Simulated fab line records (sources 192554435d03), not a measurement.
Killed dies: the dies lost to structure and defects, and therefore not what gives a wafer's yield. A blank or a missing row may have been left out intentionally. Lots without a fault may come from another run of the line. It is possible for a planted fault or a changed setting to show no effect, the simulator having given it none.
8D (eight disciplines) problem report, filled in by code | flow n5Finfet | the parts of the form that need people (team, actions taken, sign-off) are left out

1. THE ISSUE
killedOnRim at N5_PASSIVATION_PROBE_49 reads a mean of 32 on 1 wafer of 1 lot; wafers without a fault read 13 with a standard deviation of 4.2. That puts it +4.5 standard deviations away from the usual mean.
Seen first at day 15 14:07 on prober-01, wafer L310.3. The record holds 6 wafers of 2 lots with a number at this step. Rule for "out", or "out of limits": more than 4 standard deviations from the usual mean. All remaining wafers that have a number are taken as sound.

2. WHAT IT IS AND WHAT IT IS NOT
question                    | is                | is not
which readings at this step | killedOnRim       | defectLimitedYield, killed_at_M0_to_M3, killed_at_M4_up, killedAtContacts, killedAtFrontEnd, killedAtOther, killedDies, killedOpen, killedShort, sort_bin_5_function, sort_bin_6_memory, sort_bin_8_speed, sortNPass, sortYieldPct
which lots                  | L310              | L316
which wafers of those lots  | L310.3            | L310.1, L310.2
read on which tools         | prober-01         | prober-02
when                        | from day 15 14:07 | up to then (2 sound wafers); but 3 sound wafers of L316 came after

3. WHAT RULES OUT EACH SUSPECT
Counting: a tool at a process step up to the reading stays a suspect if it ran every lot that is out. Sound lots after the first of them don't rule it out here, since some wafers of a struck lot are sound.
- aldMetal-02 at N5_HKMG_FIN_ALD_36 (deposits TiN, target thk 1 nm, pulse time 1 s, purge time 3 s): kept. It ran the lot that is out, L310 (day 6 07:58).
- pvdSputter-02 at N5_PASSIVATION_AL_DEP_21 (deposits Al, target thk 2800 nm, time 170 s): kept. It ran the lot that is out, L310 (day 15 08:16).
- pecvd-03 at N5_PASSIVATION_PECVD_35 (deposits SiNx from SiH4/NH3/N2, target thk 700 nm, time 151.3 s): kept. It ran the lot that is out, L310 (day 15 10:22).
- rieDiel-02 at N5_PASSIVATION_ETCH_54 (etches SiO2 in CHF3/O2, target depth 880 nm, time 440 s): kept. It ran the lot that is out, L310 (day 15 11:10).
- prober-01 at N5_PASSIVATION_PROBE_49: kept. It ran the lot that is out, L310 (day 15 14:01). On those wafers its own readings are out: killedOnRim.
- Within aldMetal-02 at N5_HKMG_FIN_ALD_36: the wafers that are out ran in chamber 1; their sound lot-mates ran in chambers 2, 3.
- Within pecvd-03 at N5_PASSIVATION_PECVD_35: the wafers that are out ran in chamber 0; their sound lot-mates ran in chambers 1, 2.
- Within rieDiel-02 at N5_PASSIVATION_ETCH_54: the wafers that are out ran in chamber 0; their sound lot-mates ran in chambers 1, 2.
Left after counting: aldMetal-02 at N5_HKMG_FIN_ALD_36, pvdSputter-02 at N5_PASSIVATION_AL_DEP_21, pecvd-03 at N5_PASSIVATION_PECVD_35, rieDiel-02 at N5_PASSIVATION_ETCH_54, prober-01 at N5_PASSIVATION_PROBE_49.

4. THE CAUSE (what the simulator had put in)
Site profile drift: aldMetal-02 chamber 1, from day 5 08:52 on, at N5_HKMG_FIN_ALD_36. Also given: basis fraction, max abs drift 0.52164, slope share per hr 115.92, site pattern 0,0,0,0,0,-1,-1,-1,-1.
This tool is one of the 5 suspects left after counting.

5. THE CHAIN OF EFFECTS, in route order
One row per reading whose mean, taken over the struck wafers that have a number, lies over 3 standard deviations from the usual. Only readings whose record carries a usual standard deviation are examined. hours: median over the lots of the time between each lot's start at the first step of this table that gives one and its start at this step. sigmas: the change, counted in usual standard deviations.
hours | step                    | reading     | usual | on struck wafers | change | sigmas
0     | N5_PASSIVATION_PROBE_49 | killedOnRim | 13    | 32               | +19    | +4.5
Here are the process steps it includes:
- N5_PASSIVATION_PROBE_49

6. WHAT WOULD HAVE CAUGHT IT SOONER
The fault began at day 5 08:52; the first out-of-limits reading in this record came at day 15 14:07, 245 hours later.
Tool readings at N5_HKMG_FIN_ALD_36 with a usual standard deviation given in the record: none out on any struck wafer, hence no alarm at a limit of 4 standard deviations on them.
Lots out: 1; all had begun N5_HKMG_FIN_ALD_36 on aldMetal-02 by day 15 14:07. None of them would have been spared by holding the tool at that moment.
